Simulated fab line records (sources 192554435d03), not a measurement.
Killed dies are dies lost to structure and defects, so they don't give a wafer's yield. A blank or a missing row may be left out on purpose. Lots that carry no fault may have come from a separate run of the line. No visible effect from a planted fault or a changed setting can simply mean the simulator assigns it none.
Split-lot trial || flow n5-finfet || on a route of 1938 steps: 7 lots, 39 wafers read

== THE SPLIT ==
At N5_BEOL_M8_DEP_56 (deposits SiCN from 3MS/NH3, target thk 10 nm, time 17.5 s), the setting time-s was moved away from the recipe's 17.5 s on 18 of the 39 wafers read, by -43.7% to +41.2%. This setting was run at the recipe's value on the other wafers.

The reading is taken at the split's own step.

== THE READING ==
SiCN_of_BEOL_M8_DEP_56.thk-nm (the simulator's own value, which no gauge read), in nm, at N5_BEOL_M8_DEP_56 (deposits SiCN from 3MS/NH3, target thk 10 nm, time 17.5 s). No usual value for it is given in the file. Here, 21 wafers ran the recipe; their average is 10.0 nm with a standard deviation of 0.14 nm.

{"wafer": "L074.1", "tool, chamber at the split": "pecvd-04, 0", "time-s as run, s": 17.5, "against the recipe": "recipe", "SiCN_of_BEOL_M8_DEP_56.thk-nm, nm": 10, "against lot-mates on the recipe": "-"}
{"wafer": "L074.3", "tool, chamber at the split": "pecvd-04, 0", "time-s as run, s": 17.5, "against the recipe": "recipe", "SiCN_of_BEOL_M8_DEP_56.thk-nm, nm": 10, "against lot-mates on the recipe": "-"}
{"wafer": "L074.2", "tool, chamber at the split": "pecvd-04, 1", "time-s as run, s": 17.5, "against the recipe": "recipe", "SiCN_of_BEOL_M8_DEP_56.thk-nm, nm": 9.6, "against lot-mates on the recipe": "-"}
{"wafer": "L074.4", "tool, chamber at the split": "pecvd-04, 1,0,1", "time-s as run, s": 11.27, "against the recipe": "-35.6%", "SiCN_of_BEOL_M8_DEP_56.thk-nm, nm": 6.6, "against lot-mates on the recipe": -3.3}
{"wafer": "L074.5", "tool, chamber at the split": "pecvd-04, 1,0,1", "time-s as run, s": 11.27, "against the recipe": "-35.6%", "SiCN_of_BEOL_M8_DEP_56.thk-nm, nm": 6.6, "against lot-mates on the recipe": -3.3}
{"wafer": "L074.6", "tool, chamber at the split": "pecvd-04, 1,0,1", "time-s as run, s": 11.27, "against the recipe": "-35.6%", "SiCN_of_BEOL_M8_DEP_56.thk-nm, nm": 6.6, "against lot-mates on the recipe": -3.3}
{"wafer": "L077.2", "tool, chamber at the split": "pecvd-03, 1", "time-s as run, s": 17.5, "against the recipe": "recipe", "SiCN_of_BEOL_M8_DEP_56.thk-nm, nm": 9.8, "against lot-mates on the recipe": "-"}
{"wafer": "L077.4", "tool, chamber at the split": "pecvd-03, 0,1", "time-s as run, s": 17.5, "against the recipe": "recipe", "SiCN_of_BEOL_M8_DEP_56.thk-nm, nm": 10, "against lot-mates on the recipe": "-"}
{"wafer": "L077.6", "tool, chamber at the split": "pecvd-03, 0,1", "time-s as run, s": 17.5, "against the recipe": "recipe", "SiCN_of_BEOL_M8_DEP_56.thk-nm, nm": 10, "against lot-mates on the recipe": "-"}
{"wafer": "L080.1", "tool, chamber at the split": "pecvd-04, 1,2,0", "time-s as run, s": 17.5, "against the recipe": "recipe", "SiCN_of_BEOL_M8_DEP_56.thk-nm, nm": 10, "against lot-mates on the recipe": "-"}
{"wafer": "L080.3", "tool, chamber at the split": "pecvd-04, 1,2,0", "time-s as run, s": 17.5, "against the recipe": "recipe", "SiCN_of_BEOL_M8_DEP_56.thk-nm, nm": 10, "against lot-mates on the recipe": "-"}
{"wafer": "L080.4", "tool, chamber at the split": "pecvd-04, 1,2,0", "time-s as run, s": 17.5, "against the recipe": "recipe", "SiCN_of_BEOL_M8_DEP_56.thk-nm, nm": 10, "against lot-mates on the recipe": "-"}
{"wafer": "L080.2", "tool, chamber at the split": "pecvd-04, 0,1,2", "time-s as run, s": 9.846, "against the recipe": "-43.7%", "SiCN_of_BEOL_M8_DEP_56.thk-nm, nm": 5.6, "against lot-mates on the recipe": -4.4}
{"wafer": "L080.5", "tool, chamber at the split": "pecvd-04, 0,1,2", "time-s as run, s": 9.846, "against the recipe": "-43.7%", "SiCN_of_BEOL_M8_DEP_56.thk-nm, nm": 5.6, "against lot-mates on the recipe": -4.4}
{"wafer": "L080.6", "tool, chamber at the split": "pecvd-04, 0,1,2", "time-s as run, s": 9.846, "against the recipe": "-43.7%", "SiCN_of_BEOL_M8_DEP_56.thk-nm, nm": 5.6, "against lot-mates on the recipe": -4.4}
{"wafer": "L087.1", "tool, chamber at the split": "pecvd-04, 2,1,0", "time-s as run, s": 17.5, "against the recipe": "recipe", "SiCN_of_BEOL_M8_DEP_56.thk-nm, nm": 10, "against lot-mates on the recipe": "-"}
{"wafer": "L087.2", "tool, chamber at the split": "pecvd-04, 2,1,0", "time-s as run, s": 17.5, "against the recipe": "recipe", "SiCN_of_BEOL_M8_DEP_56.thk-nm, nm": 10, "against lot-mates on the recipe": "-"}
{"wafer": "L087.4", "tool, chamber at the split": "pecvd-04, 2,1,0", "time-s as run, s": 17.5, "against the recipe": "recipe", "SiCN_of_BEOL_M8_DEP_56.thk-nm, nm": 10, "against lot-mates on the recipe": "-"}
{"wafer": "L087.3", "tool, chamber at the split": "pecvd-04, 0", "time-s as run, s": 24.71, "against the recipe": "+41.2%", "SiCN_of_BEOL_M8_DEP_56.thk-nm, nm": 13.8, "against lot-mates on the recipe": "+3.8"}
{"wafer": "L087.5", "tool, chamber at the split": "pecvd-04, 1,2", "time-s as run, s": 24.71, "against the recipe": "+41.2%", "SiCN_of_BEOL_M8_DEP_56.thk-nm, nm": 14.2, "against lot-mates on the recipe": "+4.2"}
{"wafer": "L087.6", "tool, chamber at the split": "pecvd-04, 1,2", "time-s as run, s": 24.71, "against the recipe": "+41.2%", "SiCN_of_BEOL_M8_DEP_56.thk-nm, nm": 14.2, "against lot-mates on the recipe": "+4.2"}
{"wafer": "L090.1", "tool, chamber at the split": "pecvd-02, 0", "time-s as run, s": 13.17, "against the recipe": "-24.7%", "SiCN_of_BEOL_M8_DEP_56.thk-nm, nm": 7.2, "against lot-mates on the recipe": -2.9}
{"wafer": "L090.2", "tool, chamber at the split": "pecvd-02, 1", "time-s as run, s": 17.5, "against the recipe": "recipe", "SiCN_of_BEOL_M8_DEP_56.thk-nm, nm": 10.2, "against lot-mates on the recipe": "-"}
{"wafer": "L090.6", "tool, chamber at the split": "pecvd-02, 1", "time-s as run, s": 17.5, "against the recipe": "recipe", "SiCN_of_BEOL_M8_DEP_56.thk-nm, nm": 10.2, "against lot-mates on the recipe": "-"}
{"wafer": "L090.3", "tool, chamber at the split": "pecvd-02, 2,0", "time-s as run, s": 13.17, "against the recipe": "-24.7%", "SiCN_of_BEOL_M8_DEP_56.thk-nm, nm": 7.4, "against lot-mates on the recipe": -2.7}
{"wafer": "L090.5", "tool, chamber at the split": "pecvd-02, 2,0", "time-s as run, s": 13.17, "against the recipe": "-24.7%", "SiCN_of_BEOL_M8_DEP_56.thk-nm, nm": 7.4, "against lot-mates on the recipe": -2.7}
{"wafer": "L090.4", "tool, chamber at the split": "pecvd-02, 2", "time-s as run, s": 17.5, "against the recipe": "recipe", "SiCN_of_BEOL_M8_DEP_56.thk-nm, nm": 10, "against lot-mates on the recipe": "-"}
{"wafer": "L095.1", "tool, chamber at the split": "pecvd-03, 0", "time-s as run, s": 17.5, "against the recipe": "recipe", "SiCN_of_BEOL_M8_DEP_56.thk-nm, nm": 10.2, "against lot-mates on the recipe": "-"}
{"wafer": "L095.6", "tool, chamber at the split": "pecvd-03, 0", "time-s as run, s": 17.5, "against the recipe": "recipe", "SiCN_of_BEOL_M8_DEP_56.thk-nm, nm": 10.2, "against lot-mates on the recipe": "-"}
{"wafer": "L095.2", "tool, chamber at the split": "pecvd-03, 1", "time-s as run, s": 11.84, "against the recipe": "-32.3%", "SiCN_of_BEOL_M8_DEP_56.thk-nm, nm": 7, "against lot-mates on the recipe": -3.1}
{"wafer": "L095.5", "tool, chamber at the split": "pecvd-03, 1", "time-s as run, s": 11.84, "against the recipe": "-32.3%", "SiCN_of_BEOL_M8_DEP_56.thk-nm, nm": 7, "against lot-mates on the recipe": -3.1}
{"wafer": "L095.3", "tool, chamber at the split": "pecvd-03, 2", "time-s as run, s": 17.5, "against the recipe": "recipe", "SiCN_of_BEOL_M8_DEP_56.thk-nm, nm": 10, "against lot-mates on the recipe": "-"}
{"wafer": "L095.4", "tool, chamber at the split": "pecvd-03, 2", "time-s as run, s": 11.84, "against the recipe": "-32.3%", "SiCN_of_BEOL_M8_DEP_56.thk-nm, nm": 7.2, "against lot-mates on the recipe": -2.9}
{"wafer": "L096.1", "tool, chamber at the split": "pecvd-02, 2", "time-s as run, s": 17.5, "against the recipe": "recipe", "SiCN_of_BEOL_M8_DEP_56.thk-nm, nm": 10, "against lot-mates on the recipe": "-"}
{"wafer": "L096.2", "tool, chamber at the split": "pecvd-02, 0,1", "time-s as run, s": 24.61, "against the recipe": "+40.6%", "SiCN_of_BEOL_M8_DEP_56.thk-nm, nm": 13.8, "against lot-mates on the recipe": "+3.8"}
{"wafer": "L096.3", "tool, chamber at the split": "pecvd-02, 0,1", "time-s as run, s": 24.61, "against the recipe": "+40.6%", "SiCN_of_BEOL_M8_DEP_56.thk-nm, nm": 13.8, "against lot-mates on the recipe": "+3.8"}
{"wafer": "L096.4", "tool, chamber at the split": "pecvd-02, 1", "time-s as run, s": 17.5, "against the recipe": "recipe", "SiCN_of_BEOL_M8_DEP_56.thk-nm, nm": 10.2, "against lot-mates on the recipe": "-"}
{"wafer": "L096.5", "tool, chamber at the split": "pecvd-02, 2", "time-s as run, s": 17.5, "against the recipe": "recipe", "SiCN_of_BEOL_M8_DEP_56.thk-nm, nm": 9.8, "against lot-mates on the recipe": "-"}
{"wafer": "L096.6", "tool, chamber at the split": "pecvd-02, 0", "time-s as run, s": 24.61, "against the recipe": "+40.6%", "SiCN_of_BEOL_M8_DEP_56.thk-nm, nm": 14, "against lot-mates on the recipe": "+4.0"}
If several chambers appear in one row, that row covers several wafers at once and the file leaves open which wafer was in which chamber.

FIT RESULTS
A straight line over all 39 wafers: SiCN_of_BEOL_M8_DEP_56.thk-nm changes by +0.0976 nm for each +1% of time-s; r = +1.00; the points scatter about the line by 0.17 nm.
The same after taking each lot's own level away (the mean of its wafers on the recipe; 39 wafers): +0.0978 nm for each +1%; r = +1.00; scatter 0.17 nm.
According to that fit, moving time-s by its largest amount changes the reading by 4.3 nm.
Across the lots, their own levels run from 9.87 to 10.13 nm, a range of 1.8 times the standard deviation given above.
The two slopes agree, so the slope changes little with the lot-to-lot level.
Check: for one of the wafers moved furthest among these (-43.7%), held out of the fit, the line's prediction against its lot-mates is -4.29 nm. It came out at -4.4 nm against them.

== THE OTHER SPLITS THESE WAFERS WENT THROUGH ==
These wafers also went through other splits before the reading. Each is held against what the fit with the lots' levels taken away leaves over:
{"other split on the same wafers": "N5_BEOL_M5_TRENCH_ETCH_37 time-s", "wafers away from the commonest value": 15, "r with SiCN_of_BEOL_M8_DEP_56.thk-nm (lot level and that fit taken away)": -0.16}

== FILE'S OWN FIT ==
SiCN_of_BEOL_M8_DEP_56.thk-nm changes by +0.0979 nm for each +1% of time-s, r = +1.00.
